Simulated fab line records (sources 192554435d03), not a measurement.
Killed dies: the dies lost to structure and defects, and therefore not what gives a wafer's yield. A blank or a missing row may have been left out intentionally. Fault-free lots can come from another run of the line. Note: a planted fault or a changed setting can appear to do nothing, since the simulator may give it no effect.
Struck lot and sound lot, side by side + flow n5 finfet + 22 steps out of a route of 1938
Sound: wafers L104.1, L104.5, L104.6. Struck: wafer L118.3 (left out: L118.5, L118.6 of the same lot, which were not struck); the cause appears at the end.
Each step with rows lists, per side, the tool, then ch with its chambers, then its first start. Under that, the readings that differ: sound wafers + struck wafers + difference of the means + sigmas: that difference in standard deviations of wafers without a fault.
alike: readings with means less than 2 such deviations apart, plus words and numbers identical on both sides. not compared: withheld readings, readings lacking a value on some wafer, bounds such as >300 that could conceal the same value, and numbers that have no deviation in the record and whose values overlap.
The two part at a step that has a row with sigmas, a row that says differs or no value, or rows on one side only. Numbers that don't overlap but have no deviation are shown without sigmas and don't part them. A reading missing from all wafers of one side parts the sides only when that side holds two or more wafers.

first, 9 steps without rows for these wafers: N5_BEOL_M5_DEVELOP_10 (develop time 30 s); N5_BEOL_M5_DESCUM_16 (chemistry O2, time 7 s); N5_BEOL_M5_ETCH_72 (etches underlayer in N2/H2, target depth 6.5 nm, time 5.2 s); N5_BEOL_M5_ETCH_61 (etches SiARC in CF4, target depth 15.6 nm, time 26 s); N5_BEOL_M5_ETCH_62 (etches SOC in N2/H2, target depth 75 nm, overetch 15 nm, time 112.5 s); N5_BEOL_M5_STRIP_63 (strips in N2/H2); N5_BEOL_M5_STRIP_73 (strips in N2/H2); N5_BEOL_M5_STRIP_64 (strips in CF4); N5_BEOL_M5_HM_OPEN_17 (chemistry Cl2/BCl3, target TiN, target depth 20 nm, overetch 6 nm).
N5_BEOL_M5_STRIP_19: strips in O2.
  sound on rie diel-02 ch 0,1,3, day 12 12:37; struck on rie diel-02 ch 1, day 15 20:01
  alike: drypump motor current A, o2 flow sccm, oes product au, rf vpp V, showerhead plenum p Torr, throttle valve pct
  not compared: rf hours counter h
then, 9 steps without rows for these wafers: N5_BEOL_M5_COAT_65 (time 60 s, resist thk 60 nm); N5_BEOL_M5_COAT_66 (time 60 s, resist thk 12 nm); N5_BEOL_M5_COAT_74 (time 60 s, resist thk 5 nm); N5_BEOL_M5_COAT_22 (resist thk 30 nm); N5_BEOL_M5_EBR_24; N5_BEOL_M5_SOFTBAKE_23 (time 60 s); N5_BEOL_M5_EXPOSE_25 (exposes mask V4, defocus 10 nm); N5_BEOL_M5_PEB_26 (peb time 60 s); N5_BEOL_M5_DEVELOP_27 (develop time 30 s).
N5_BEOL_M5_INSPECT_30: inspects for defects (brightfield).
  struck on defect inspect-01, day 15 21:24; sound on defect inspect-01, day 12 13:21
| reading          | sound       | struck | difference | sigmas |
|------------------|-------------|--------|------------|--------|
| raw defect count | 398 355 367 | 779    | +406       | +5     |
then, 1 step without rows for these wafers: N5_BEOL_M5_DESCUM_33 (chemistry O2, time 7 s).
-- the record jumps here: 5 days lie between the struck wafers' starts before and after (it left off in module BEOL_M5 and takes up again in module PASSIVATION, whose first step shown is number 1936 of the route) --
N5_PASSIVATION_PROBE_49:
  record: rows for the struck wafers here (prober-02, day 20 11:42), none for the sound ones

## WHERE THEY PART
First at N5_BEOL_M5_INSPECT_30; last, within this record, at N5_PASSIVATION_PROBE_49.

WHY: the cause the simulator had injected
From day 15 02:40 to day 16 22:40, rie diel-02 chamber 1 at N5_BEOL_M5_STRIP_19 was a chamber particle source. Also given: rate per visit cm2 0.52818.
